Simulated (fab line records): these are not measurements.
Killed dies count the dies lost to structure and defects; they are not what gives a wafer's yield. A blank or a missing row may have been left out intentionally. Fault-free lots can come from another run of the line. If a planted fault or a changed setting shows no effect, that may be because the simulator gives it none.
fab line records	flow n5_finfet
record: lots: 6	wafers: 18	last_day: 17
route steps=1938 shown SD_ACTIVATION@330 ILD0@335 BEOL_M4@1111 PASSIVATION@1936
lots with no fault: from the same line, run without faults
start_h: hours from the record's first day to the start of the lot's first wafer shown	wait_h: time in hours since the lot's previous step	" unchanged from the row above	L1.1+2: several wafers, shown together as one row	- value missing, or start not given	* or withheld: withheld	< > ~ a bound
route shown NAME@n: NAME is a module with steps in the file, n the number in the route of the first one	usual: mean and standard deviation over wafers with no fault	same: alike in all rows	chamber/n: place in a boat	sites: readings site by site	_std_site: standard deviation of those values	_edge_site: outer sites' mean less inner sites'	radius_mm: for every site, how far away it sits from the centre of the wafer	mask NAME#n: copy n	behind: the most recent tool/chamber to have shaped the wafer	hold: why the lot was held/for how many hours/how that ended	device: whichever transistor did not switch (one of n, p or np)	end of line: tests run on the same wafers once the route is complete	step lacking rows: just its recipe	killed: at the first sort, the dies lost to defects and structure; wafer yield is something else	map: dies across one wafer; x = killed, . = not, _ = none there
set.NAME: setting as actually run; set.NAME@STEP: the setting as run at that earlier step	model.NAME: the simulator's own value behind a step, which no gauge read
a table for each step, a row for each wafer; lots at some steps of the route
services: the hour from which a tool's chamber was out of use, counted from the record's first day as start_h (under 0 if before that day), plus the number of hours and why
== steps ==
step: N5_SD_ACTIVATION_RTA_00
recipe: temp_c: 975	time_s: 0	ambient: N2	idle_temp_c: 600	ramp_up_c_per_s: 150	ramp_down_c_per_s: 60	cool_to_c: 600
usual: lamp_power_pct: 8.96/0.054	wafer_temp_C_max: 975.1/1.9
lot.wafer	tool	chamber	start_h	wait_h	lamp_power_pct	wafer_temp_C_max
L112.1	rtp_anneal-02	0	78.01	0.2	8.91	974.4
L112.3	"	0	"	"	8.96	973.6
L112.6	"	0	"	"	8.90	973.2
L114.1	rtp_anneal-02	0	87.58	0.0	9.01	976.8
L114.4	"	0	"	"	8.86	974.4
L114.6	"	0	"	"	8.99	978.2
L123.1	rtp_anneal-02	0	145.31	0.0	9.08	974.4
L123.2	"	0	"	"	8.95	973.5
L123.4	"	0	"	"	9.08	975.1
L124.1	rtp_anneal-02	0	153.22	0.0	8.94	973.2
L124.2	"	0	"	"	8.88	976.1
L124.3	"	0	"	"	8.89	974.9
L129.3	rtp_anneal-01	0	177.56	0.3	9.02	978.0
L129.4	"	0	"	"	8.98	972.8
L129.5	"	0	"	"	8.94	974.9
L130.2	rtp_anneal-02	0	185.06	0.1	8.97	974.9
L130.3	"	0	"	"	9.02	973.9
L130.4	"	0	"	"	8.96	977.5
step: N5_SD_ACTIVATION_LSA_01
recipe: temp_c: 1080	time_s: 0.0008	ambient: N2
usual: wafer_temp_C_max: 1085.9/2.5
lot.wafer	tool	chamber	start_h	wait_h	wafer_temp_C_max
L112.1	laser_anneal-01	0	78.21	0.2	1087.7
L112.3	"	0	"	"	1087.0
L112.6	"	0	"	"	1087.6
L114.1	laser_anneal-01	0	87.78	0.2	1090.5
L114.4	"	0	"	"	1090.1
L114.6	"	0	"	"	1091.4
L123.1	laser_anneal-02	0	145.52	0.2	1084.0
L123.2	"	0	"	"	1083.6
L123.4	"	0	"	"	1083.4
L124.1	laser_anneal-01	0	153.42	0.2	1086.7
L124.2	"	0	"	"	1087.0
L124.3	"	0	"	"	1086.1
L129.3	laser_anneal-02	0	177.76	0.2	1085.0
L129.4	"	0	"	"	1083.3
L129.5	"	0	"	"	1084.2
L130.2	laser_anneal-01	0	185.27	0.2	1086.5
L130.3	"	0	"	"	1088.0
L130.4	"	0	"	"	1089.4
step: N5_SD_ACTIVATION_RS_MEAS_03
recipe: thk_meas_gauge: four-point-probe
usual: RS_SD_N: 21.9/0.31	RS_SD_P: 56.2/0.83
lot.wafer	tool	chamber	start_h	wait_h	RS_SD_N[ohm/sq]	RS_SD_P[ohm/sq]
L112.1	film_metro-01	-	78.42	0.2	22.2	55.9
L112.3	"	-	"	"	22.1	55.9
L112.6	"	-	"	"	22.3	55.4
L114.1	film_metro-01	-	87.98	0.2	21.9	56.9
L114.4	"	-	"	"	22.0	55.4
L114.6	"	-	"	"	22.2	55.0
L123.1	film_metro-01	-	145.72	0.2	22.4	56.6
L123.2	"	-	"	"	22.3	55.9
L123.4	"	-	"	"	22.2	56.7
L124.1	film_metro-02	-	153.63	0.2	21.8	57.4
L124.2	"	-	"	"	21.7	56.6
L124.3	"	-	"	"	21.6	56.4
L129.3	film_metro-01	-	177.94	0.2	22.0	56.9
L129.4	"	-	"	"	22.0	56.6
L129.5	"	-	"	"	22.0	56.9
L130.2	film_metro-01	-	185.47	0.2	21.9	56.8
L130.3	"	-	"	"	21.6	56.4
L130.4	"	-	"	"	21.6	56.8
step: N5_SD_ACTIVATION_INSPECT_02
recipe: inspect_instrument: darkfield	mode: post_anneal
usual: raw_defect_count: 178/39
lot.wafer	tool	chamber	start_h	wait_h	raw_defect_count
L112.1	defect_inspect-01	-	78.74	0.2	295
L112.3	"	-	"	"	170
L112.6	"	-	"	"	188
L114.1	defect_inspect-02	-	88.30	0.2	122
L114.4	"	-	"	"	131
L114.6	"	-	"	"	135
L123.1	defect_inspect-02	-	146.04	0.2	150
L123.2	"	-	"	"	150
L123.4	"	-	"	"	179
L124.1	defect_inspect-01	-	153.95	0.2	229
L124.2	"	-	"	"	252
L124.3	"	-	"	"	223
L129.3	defect_inspect-02	-	178.23	0.1	190
L129.4	"	-	"	"	147
L129.5	"	-	"	"	163
L130.2	defect_inspect-01	-	185.78	0.2	266
L130.3	"	-	"	"	219
L130.4	"	-	"	"	268
step: N5_ILD0_LINER_00
recipe: material: SiNx	target_thk_a: 40	temp_c: 400	ald_precursor_family: SiH2I2	ald_co_reactant: N2/H2-plasma	pulse_time_s: 1	purge_time_s: 2	co_reactant_purge_time_s: 2	ald_cycles: 80	pressure_torr: 2
usual: chamber_pressure_Torr: 1.999/0.0043	heater_power_w: 820/75	precursor_pulse_height_rel: 1.003/0.021
lot.wafer	tool	chamber	start_h	wait_h	chamber_pressure_Torr	heater_power_w	precursor_pulse_height_rel
L112.1	ald_sin-03	2	78.77	0.0	2.004	801	0.995
L112.3	"	3	"	"	1.994	859	0.988
L112.6	"	1	"	"	1.998	684	0.991
L114.1	ald_sin-04	2	88.68	0.4	1.996	794	1.015
L114.4	"	1	"	"	2.003	892	1.004
L114.6	"	3	"	"	1.999	792	1.035
L123.1	ald_sin-04	2	146.08	0.0	1.992	779	1.009
L123.2	"	1	"	"	2.003	886	0.972
L123.4	"	3	"	"	1.997	826	0.978
L124.1	ald_sin-03	1	153.98	0.0	2.002	706	1.020
L124.2	"	2	"	"	1.993	779	1.013
L124.3	"	3	"	"	2.001	839	1.011
L129.3	ald_sin-03	3	178.41	0.2	1.999	825	1.024
L129.4	"	1	"	"	1.998	699	1.043
L129.5	"	0	"	"	1.994	910	0.983
L130.2	ald_sin-02	2	185.82	0.0	1.997	839	1.006
L130.3	"	1	"	"	1.998	849	1.008
L130.4	"	0	"	"	2.007	784	1.002
step: N5_ILD0_FCVD_FILL_01
recipe: material: SiO2_flowable	target_thk_a: 2000	temp_c: 100	pressure_torr: 0.8	rf_w: 2000	time_s: 328.3
step: N5_ILD0_CURE_02
recipe: temp_c: 450	time_s: 1800	ambient: steam	idle_temp_c: 400	ramp_up_c_per_min: 5	ramp_down_c_per_min: 3	densification_p_h2o_torr: 640
step: N5_ILD0_CMP_03
recipe: stop_on: SiNx	t_overpolish_s: 1.9	post_cmp_clean: alkaline_brush	down_force_psi: 4.1491	platen_rpm: 51.796	pad_velocity_m_s: 1.0306	target_thk_nm: 197.38
usual: motor_current_A: 12.3/1.8	overpolish_run_s: 1.900/0.0088	retaining_ring_pressure_frac: 1.000/0.0053	time_to_endpoint_s: 71/4.7
same: t_overpolish_s: 1.9
lot.wafer	tool	chamber	start_h	wait_h	motor_current_A	overpolish_run_s	retaining_ring_pressure_frac	time_to_endpoint_s
L112.3	cmp-02	3	81.15	0.0	10.8	1.900	0.987	67
L112.1	"	2	"	"	13.6	1.889	0.998	66
L112.6	"	0	"	"	12.0	1.900	0.987	76
L114.4	cmp-01	2	91.19	0.1	18.3	1.888	0.996	66
L114.1	"	3	"	"	10.8	1.885	1.011	68
L114.6	"	1	"	"	11.6	1.895	1.001	63
L123.4	cmp-02	3	148.48	0.1	10.9	1.905	1.008	65
L123.2	"	0	"	"	11.9	1.905	1.002	67
L123.1	"	1	"	"	11.9	1.913	1.001	66
L124.3	cmp-01	2	156.35	0.0	17.7	1.912	1.000	70
L124.1	"	3	"	"	11.2	1.895	0.996	73
L124.2	"	0	"	"	12.4	1.908	0.996	75
L129.4	cmp-02	0	180.81	0.1	12.2	1.902	1.001	74
L129.3	"	2	"	"	13.9	1.901	1.008	68
L129.5	"	3	"	"	11.0	1.892	0.998	72
L130.2	cmp-02	1	188.54	0.0	11.5	1.882	0.998	71
L130.3	"	3	"	"	10.5	1.912	0.993	73
L130.4	"	0	"	"	12.0	1.902	1.003	76
step: N5_ILD0_THK_MEAS_04
usual: thk_nm: 197.6/1.3
lot.wafer	tool	chamber	start_h	wait_h	thk_nm
L112.1	film_metro-02	-	81.45	-	197.2
L112.3	"	-	"	"	198.4
L112.6	"	-	"	"	199.1
L114.1	film_metro-01	-	91.45	-	197.0
L114.4	"	-	"	"	197.0
L114.6	"	-	"	"	196.1
L123.1	film_metro-01	-	148.74	-	195.8
L123.2	"	-	"	"	197.5
L123.4	"	-	"	"	198.8
L124.1	film_metro-02	-	156.64	-	198.0
L124.2	"	-	"	"	199.4
L124.3	"	-	"	"	197.1
L129.3	film_metro-02	-	181.07	-	196.7
L129.4	"	-	"	"	198.0
L129.5	"	-	"	"	196.4
L130.2	film_metro-02	-	188.84	-	196.5
L130.3	"	-	"	"	197.7
L130.4	"	-	"	"	198.6
step: N5_ILD0_CMP_07
recipe: stop_on: poly-Si	material: SiO2_flowable	t_overpolish_s: 1.18	post_cmp_clean: alkaline_brush	down_force_psi: 4.1491	platen_rpm: 51.796	pad_velocity_m_s: 1.0306	target_thk_nm: 138.88
usual: motor_current_A: 12.4/1.6	retaining_ring_pressure_frac: 1.000/0.0048
same: t_overpolish_s: 1.18
lot.wafer	tool	chamber	start_h	wait_h	motor_current_A	retaining_ring_pressure_frac
L112.3	cmp-01	1	81.48	0.0	11.6	0.997
L112.1	"	3	"	"	11.4	0.997
L112.6	"	2	"	"	16.8	0.988
L114.1	cmp-04	2	91.56	0.1	12.9	0.990
L114.4	"	3	"	"	10.8	0.990
L114.6	"	0	"	"	11.8	1.007
L123.2	cmp-02	1	148.77	0.0	11.0	0.999
L123.1	"	3	"	"	11.0	1.002
L123.4	"	0	"	"	11.9	0.998
L124.2	cmp-02	2	156.67	0.0	13.8	1.005
L124.3	"	0	"	"	11.8	0.996
L124.1	"	1	"	"	11.4	1.005
L129.3	cmp-02	1	181.23	0.2	11.6	0.998
L129.4	"	0	"	"	11.9	0.991
L129.5	"	2	"	"	13.8	1.001
L130.3	cmp-02	0	188.87	0.0	11.9	1.002
L130.4	"	2	"	"	13.2	1.003
L130.2	"	3	"	"	11.2	0.998
step: N5_ILD0_THK_MEAS_08
usual: thk_nm: 138.5/1.2
lot.wafer	tool	chamber	start_h	wait_h	thk_nm
L112.1	film_metro-02	-	81.77	-	138.7
L112.3	"	-	"	"	137.7
L112.6	"	-	"	"	138.1
L114.1	film_metro-01	-	91.77	-	139.8
L114.4	"	-	"	"	140.7
L114.6	"	-	"	"	139.5
L123.1	film_metro-01	-	149.06	-	137.3
L123.2	"	-	"	"	136.3
L123.4	"	-	"	"	139.4
L124.1	film_metro-02	-	156.97	-	137.6
L124.2	"	-	"	"	136.9
L124.3	"	-	"	"	137.8
L129.3	film_metro-02	-	181.53	-	138.2
L129.4	"	-	"	"	138.1
L129.5	"	-	"	"	137.9
L130.2	film_metro-01	-	189.16	-	136.7
L130.3	"	-	"	"	138.7
L130.4	"	-	"	"	137.5
step: N5_ILD0_PRECLEAN_10
recipe: chemistry: NF3:NH3	afs_cycles: 5	time_s: 20	temp_c: 30	sublimation_temp_c: 180	sublimation_time_s: 60	pressure_torr: 3	rf_power_w: 30
usual: pressure_torr: 3.000/0.006	temp_c: 30.00/0.1	time_s: 20/0
lot.wafer	tool	chamber	start_h	wait_h	pressure_torr	temp_c	time_s
L112.1	remote_plasma-01	0	81.81	0.0	3.007	30.09	20
L112.3	"	0	"	"	3.000	30.03	20
L112.6	"	0	"	"	2.995	29.92	20
L114.1	remote_plasma-01	1	91.81	0.0	3.002	30.04	20
L114.4	"	1	"	"	3.002	29.88	20
L114.6	"	1	"	"	3.008	30.02	20
L123.1	remote_plasma-01	0	149.10	0.0	3.003	30.16	20
L123.2	"	0	"	"	3.000	30.04	20
L123.4	"	0	"	"	3.009	29.93	20
L124.1	remote_plasma-02	1	157.01	0.0	3.000	29.94	20
L124.2	"	1	"	"	3.000	29.87	20
L124.3	"	1	"	"	3.004	29.94	20
L129.3	remote_plasma-02	0	181.78	0.3	2.999	29.96	18.275
L129.4	"	0	"	"	2.998	30.02	18.275
L129.5	"	0	"	"	2.992	29.86	18.275
L130.2	remote_plasma-02	0	189.31	0.1	2.996	30.05	18.275
L130.3	"	0	"	"	3.000	30.21	18.275
L130.4	"	0	"	"	3.000	30.06	18.275
step: N5_ILD0_ALD_15
recipe: material: SiNx	target_thk_a: 240	temp_c: 400	ald_precursor_family: SiH2I2	ald_co_reactant: N2/H2-plasma	pulse_time_s: 1	ald_cycles: 480	purge_time_s: 2	co_reactant_purge_time_s: 2	pressure_torr: 2
step: N5_BEOL_M4_RC_MEAS_101
usual: DIBL_N: 36.1/1.5	DIBL_P: 36.1/1.9	IOFF_N: 0.159/0.029	IOFF_P: 0.21/0.038	ION_N: 675/11	ION_P: 464/8.1	SS_N: 71.5/0.57	SS_P: 73.3/0.64	VT_N: 249/3.1	VT_P: -250/3.8
lot.wafer	tool	chamber	start_h	wait_h	DIBL_N[mV/V]	DIBL_P[mV/V]	IOFF_N[nA/um]	IOFF_P[nA/um]	ION_N[uA/um]	ION_P[uA/um]	SS_N[mV/dec]	SS_P[mV/dec]	VT_N[mV]	VT_P[mV]
L112.1	prober-01	0	177.38	0.0	39.6	37.8	0.197	0.25	674	466	72.4	73.6	247	-246
L112.3	"	0	"	"	38.7	38.8	0.193	0.27	679	469	71.7	73.3	247	-245
L112.6	"	0	"	"	35.5	33.8	0.126	0.18	653	450	71.8	72.7	254	-250
L114.1	prober-01	0	194.50	0.0	34.2	33.8	0.128	0.17	677	464	70.9	72.9	250	-252
L114.4	"	0	"	"	33.7	32.9	0.117	0.17	657	451	71.3	72.1	254	-253
L114.6	"	0	"	"	34.5	35.0	0.151	0.21	686	471	71.1	73.0	251	-249
L123.1	prober-02	0	249.11	0.3	34.2	33.0	0.137	0.16	675	455	70.6	73.3	249	-255
L123.2	"	0	"	"	38.1	37.4	0.207	0.22	685	458	71.4	73.5	244	-252
L123.4	"	0	"	"	34.7	33.6	0.149	0.17	678	456	70.5	73.0	248	-256
L124.1	prober-01	0	255.01	0.0	36.6	35.9	0.169	0.20	678	454	71.3	73.2	247	-255
L124.2	"	0	"	"	34.8	34.1	0.151	0.19	678	463	70.5	73.4	251	-252
L124.3	"	0	"	"	37.9	37.3	0.196	0.24	688	465	71.3	73.2	249	-250
L129.3	prober-01	0	281.61	0.3	36.0	36.2	0.162	0.25	686	475	71.7	72.9	249	-242
L129.4	"	0	"	"	34.5	34.2	0.131	0.21	674	467	71.0	71.9	248	-245
L129.5	"	0	"	"	35.5	35.1	0.150	0.23	684	477	72.2	73.2	251	-246
L130.2	prober-02	0	300.79	0.2	36.5	37.5	0.160	0.21	679	460	71.0	74.1	250	-253
L130.3	"	0	"	"	36.1	37.1	0.158	0.20	669	453	71.5	73.8	250	-253
L130.4	"	0	"	"	37.0	38.8	0.179	0.23	680	470	71.2	73.9	246	-248
step: N5_PASSIVATION_PROBE_49
usual: defect_limited_yield: 91.5/1.6	killed_at_M0_to_M3: 33/10	killed_at_M4_up: 13/5.6	killed_at_contacts: 13/6	killed_at_front_end: 39/12	killed_at_other: 3.0/2.8	killed_dies: 101/19	killed_on_rim: 13/4	killed_open: 65/13	killed_short: 32/8.3	sort_bin_5_function: 5.0/1	sort_bin_6_memory: 3.1/0.69	sort_n_pass: 1079/19	sort_yield_pct: 91.5/1.6
same: gross_dies: 1180	killed_at_back_side: 0	sort_bin_4_leakage[%]: 0	sort_bin_8_speed[%]: 0
lot.wafer	tool	chamber	start_h	wait_h	defect_limited_yield[%]	killed_at_M0_to_M3	killed_at_M4_up	killed_at_contacts	killed_at_front_end	killed_at_other	killed_dies	killed_on_rim	killed_open	killed_short	sort_bin_5_function[%]	sort_bin_6_memory[%]	sort_n_pass	sort_yield_pct[%]
L112.1	prober-01	-	270.45	0.1	93.6	30	8	8	26	3	75	9	50	23	3.9	2.3	1105	93.6
L112.3	prober-01	-	270.55	0.2	90.2	49	8	15	41	3	116	16	82	31	6.3	2.9	1064	90.2
L112.6	prober-01	-	270.70	0.4	95.0	23	5	4	19	8	59	8	47	9	3.2	1.8	1121	95.0
L114.1	prober-01	-	308.30	0.0	92.6	38	12	12	22	3	87	15	59	26	3.8	3.3	1093	92.6
L114.4	prober-01	-	308.45	0.2	86.4	47	21	23	68	1	160	15	110	43	8.3	4.8	1020	86.4
L114.6	prober-01	-	308.55	0.3	91.4	35	22	11	30	4	102	15	72	28	5.3	3.2	1078	91.4
L129.3	prober-02	-	380.69	0.1	92.0	42	7	6	33	6	94	16	58	31	4.6	3.1	1086	92.0
L129.4	prober-02	-	380.74	0.2	90.3	37	20	22	33	2	114	18	80	30	5.8	3.6	1066	90.3
L129.5	prober-02	-	380.79	0.2	91.7	35	11	11	35	6	98	20	62	35	4.6	3.5	1082	91.7
L130.2	prober-01	-	397.98	0.1	89.7	43	20	17	40	1	121	16	77	40	5.8	4.1	1059	89.7
L130.3	prober-01	-	398.03	0.1	89.9	26	21	22	45	5	119	15	84	32	5.3	4.6	1061	89.9
L130.4	prober-01	-	398.08	0.2	86.9	47	18	31	57	1	154	29	89	53	7.1	4.7	1026	86.9
killed by level:class
L112.1 BEOL_M2:geometric_particle:open=9 DUMMY_GATE:geometric_particle:open=7 MOL_CONTACT_COAG:geometric_particle:open=7 BEOL_M1:geometric_particle:open=5 FIN_SAQP:geometric_particle:open=4 BEOL_M0_SAQP:geometric_particle:open=4 FIN_SAQP:geometric_particle:short=3 STI_FIN_REVEAL:geometric_particle:open=3
L112.3 FIN_SAQP:geometric_particle:open=15 BEOL_M1:geometric_particle:open=13 MOL_CONTACT_COAG:geometric_particle:open=12 BEOL_M0_SAQP:geometric_particle:open=9 BEOL_M2:geometric_particle:open=9 DUMMY_GATE:geometric_particle:open=5 BEOL_M1:geometric_particle:short=4 BEOL_M3:geometric_particle:open=4
L112.6 BEOL_M3:geometric_particle:open=8 BEOL_M1:geometric_particle:open=5 STI_FIN_REVEAL:geometric_particle:open=4 DUMMY_GATE:geometric_particle:open=4 FIN_SAQP:geometric_particle:short=3 FIN_SAQP:geometric_particle:open=3 MOL_CONTACT_COAG:geometric_particle:open=3 BEOL_M0_SAQP:geometric_particle:short=3
L114.1 BEOL_M2:geometric_particle:open=12 BEOL_M1:geometric_particle:open=8 MOL_CONTACT_COAG:geometric_particle:open=8 BEOL_M3:geometric_particle:open=6 FIN_SAQP:geometric_particle:open=5 BEOL_M3:geometric_particle:short=5 ILD0:geometric_particle:open=4 MOL_CONTACT_COAG:geometric_particle:short=4
L114.4 FIN_SAQP:geometric_particle:open=19 MOL_CONTACT_COAG:geometric_particle:open=13 BEOL_M4:geometric_particle:open=10 STI_FIN_REVEAL:geometric_particle:open=9 MOL_CONTACT_COAG:geometric_particle:short=9 BEOL_M0_SAQP:geometric_particle:open=9 DUMMY_GATE:geometric_particle:open=8 BEOL_M0_SAQP:geometric_particle:short=8
L114.6 MOL_CONTACT_COAG:geometric_particle:open=11 FIN_SAQP:geometric_particle:open=10 BEOL_M2:geometric_particle:open=8 BEOL_M4:geometric_particle:open=7 FIN_SAQP:geometric_particle:short=6 BEOL_M1:geometric_particle:open=6 BEOL_M0_SAQP:geometric_particle:open=6 BEOL_M3:geometric_particle:open=5
L129.3 BEOL_M2:geometric_particle:open=17 FIN_SAQP:geometric_particle:short=6 STI_FIN_REVEAL:geometric_particle:open=6 GATE_CUT:geometric_particle:short=6 BEOL_M0_SAQP:geometric_particle:short=6 MOL_CONTACT_COAG:geometric_particle:open=5 BEOL_M1:geometric_particle:open=4 BEOL_M3:geometric_particle:open=4
L129.4 MOL_CONTACT_COAG:geometric_particle:open=22 BEOL_M1:geometric_particle:open=11 BEOL_M4:geometric_particle:open=11 BEOL_M0_SAQP:geometric_particle:open=9 STI_FIN_REVEAL:geometric_particle:open=6 FIN_SAQP:geometric_particle:short=5 GATE_CUT:geometric_particle:short=5 STARTING-WAFER:geometric_particle:short=5
L129.5 MOL_CONTACT_COAG:geometric_particle:open=9 DUMMY_GATE:geometric_particle:open=8 BEOL_M1:geometric_particle:open=7 GATE_CUT:geometric_particle:short=6 BEOL_M0_SAQP:geometric_particle:short=6 BEOL_M4:geometric_particle:open=6 BEOL_M2:geometric_particle:open=5 BEOL_M3:geometric_particle:open=5
L130.2 MOL_CONTACT_COAG:geometric_particle:open=14 BEOL_M0_SAQP:geometric_particle:short=10 BEOL_M2:geometric_particle:open=10 BEOL_M4:geometric_particle:open=9 STI_FIN_REVEAL:geometric_particle:open=8 GATE_CUT:geometric_particle:short=7 GATE_CUT:geometric_particle:open=6 BEOL_M3:geometric_particle:open=6
L130.3 MOL_CONTACT_COAG:geometric_particle:open=18 FIN_SAQP:geometric_particle:open=14 DUMMY_GATE:geometric_particle:open=13 BEOL_M4:geometric_particle:open=9 BEOL_M0_SAQP:geometric_particle:short=8 BEOL_M0_SAQP:geometric_particle:open=7 BEOL_M2:geometric_particle:open=7 FIN_SAQP:geometric_particle:short=5
L130.4 MOL_CONTACT_COAG:geometric_particle:open=28 BEOL_M0_SAQP:geometric_particle:short=15 STI_FIN_REVEAL:geometric_particle:open=14 BEOL_M0_SAQP:geometric_particle:open=10 HKMG_FIN:area_etch=10 BEOL_M2:geometric_particle:open=7 FIN_SAQP:geometric_particle:short=6 GATE_CUT:geometric_particle:short=6
== services ==
tool	chamber	start_h	hours	kind
cmp-02	-	55.56	-	consumable_replace:conditioner
cmp-02	-	55.56	-	consumable_replace:pad
ald_sin-04	3	63.88	7.2	repair
ald_sin-03	0	67.58	5.5	repair
laser_anneal-01	-	87.97	5.6	pm
cmp-02	-	94.81	4.1	repair
cmp-04	-	114.69	1.4	repair
cmp-04	-	122.01	12.8	pm
laser_anneal-02	-	131.55	3.6	pm
cmp-04	-	136.94	7.0	pm
ald_sin-04	1	140.15	3.4	repair
ald_sin-02	2	142.13	17.0	repair
cmp-01	-	160.58	1.5	repair
cmp-04	-	164.11	1.0	repair
ald_sin-04	-	176.75	14.0	pm
ald_sin-04	0	176.75	14.0	vent_cycle
ald_sin-04	1	176.75	14.0	vent_cycle
ald_sin-04	2	176.75	14.0	vent_cycle
ald_sin-04	3	176.75	14.0	vent_cycle
cmp-01	-	179.65	4.0	pm
cmp-04	-	182.35	0.4	repair
cmp-01	-	183.65	-	consumable_replace:conditioner
cmp-01	-	183.65	-	consumable_replace:pad
== key ==
first_sign: step: N5_ILD0_PRECLEAN_10	reading: time_s	direction: down	sigmas: 99+	usual: *	struck: *
effect none on later readings
met_at N5_ILD0_PRECLEAN_10
struck_wafers L129.3,L129.4,L129.5,L130.2,L130.3,L130.4
baseline_loss: step: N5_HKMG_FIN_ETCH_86	wafers: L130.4
fault: kind: process_parameter_drift	tool: remote_plasma-02	chamber: 0	onset_h: 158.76	steps: N5_ILD0_PRECLEAN_10	channel: time_s	offset: *	shape: step	end_h: 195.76	acts_in: *	stated: *
baseline_loss: these wafers lose ten dies or more at that step, a loss of the line's own and not of a fault; the sort's usual values leave them out
